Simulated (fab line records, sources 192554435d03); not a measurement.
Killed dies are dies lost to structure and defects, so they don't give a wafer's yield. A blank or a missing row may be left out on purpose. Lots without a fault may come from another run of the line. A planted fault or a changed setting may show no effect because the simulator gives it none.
Chamber matching | flow n5_finfet | N5_BEOL_M0_SAQP_DESCUM_45 on rie_diel-03: 4 sister chambers
The step chemistry O2, time 7 s. 18 wafers are shown with their chamber, then 9 later ones without.

WAFERS WITH THEIR CHAMBER
wafer  | chamber | drypump_motor_current_A (A) | showerhead_plenum_p_Torr (Torr) | throttle_valve_pct (%)
L074.1 | 3       | 6.2                         | 2.03                            | 20.16
L074.3 | 0       | 6.0                         | 2.06                            | 20.58
L074.5 | 3       | 6.2                         | 2.03                            | 20.17
L075.2 | 0       | 6.0                         | 2.06                            | 20.58
L075.4 | 3       | 6.2                         | 2.02                            | 20.16
L075.5 | 0       | 6.0                         | 2.06                            | 20.58
L078.4 | 0       | 6.0                         | 2.06                            | 20.58
L078.5 | 1       | 5.2                         | 2.16                            | 20.21
L078.6 | 0       | 6.0                         | 2.06                            | 20.60
L080.3 | 0       | 6.0                         | 2.06                            | 20.59
L080.4 | 1       | 5.2                         | 2.16                            | 20.20
L080.5 | 3       | 6.2                         | 2.02                            | 20.17
L086.3 | 0       | 6.0                         | 2.06                            | 20.62
L086.5 | 1       | 5.1                         | 2.15                            | 20.25
L086.6 | 2       | 5.9                         | 2.12                            | 20.34
L087.2 | 0       | 6.0                         | 2.06                            | 20.63
L087.4 | 2       | 5.9                         | 2.12                            | 20.36
L087.6 | 2       | 5.9                         | 2.12                            | 20.36

SIGNATURES (means of the wafers above)
reading                  | chamber 0 | chamber 1 | chamber 2 | chamber 3 | scatter within a chamber
drypump_motor_current_A  | 6.000     | 5.167     | 5.900     | 6.200     | 0.0218
showerhead_plenum_p_Torr | 2.0600    | 2.1567    | 2.1200    | 2.0250    | 0.00345
throttle_valve_pct       | 20.5950   | 20.2200   | 20.3533   | 20.1650   | 0.0181
Rule: a wafer's distance from a chamber is the root of the sum, over the readings, of the square of ((its reading less the chamber's mean) divided by the reading's scatter). The wafer belongs to the nearest chamber; if the next one is less than 2 further off, it can't be placed. The scatter: the root of (the sum of the squares of (reading less its chamber's mean) over the shown wafers, divided by (wafers less chambers)).

WAFERS WITHOUT THEIR CHAMBER
wafer  | drypump_motor_current_A (A) | showerhead_plenum_p_Torr (Torr) | throttle_valve_pct (%)
L088.2 | 5.2                         | 2.15                            | 20.24
L088.5 | 5.9                         | 2.12                            | 20.37
L088.6 | 6.2                         | 2.02                            | 20.19
L092.1 | 5.2                         | 2.15                            | 20.26
L092.2 | 5.9                         | 2.12                            | 20.36
L092.5 | 6.1                         | 2.01                            | 20.20
L094.1 | 6.2                         | 2.01                            | 20.22
L094.5 | 5.2                         | 2.15                            | 20.26
L094.6 | 6.0                         | 2.05                            | 20.65

WHICH CHAMBER EACH WENT THROUGH
wafer  | from the rows above | in truth
L088.2 | 1                   | 1
L088.5 | 2                   | 2
L088.6 | 3                   | 3
L092.1 | 1                   | 1
L092.2 | 2                   | 2
L092.5 | 3                   | 3
L094.1 | 3                   | 3
L094.5 | 1                   | 1
L094.6 | 0                   | 0
Placed correctly: 9 of 9. Can't be placed from these rows: 0. Placed wrongly: 0.
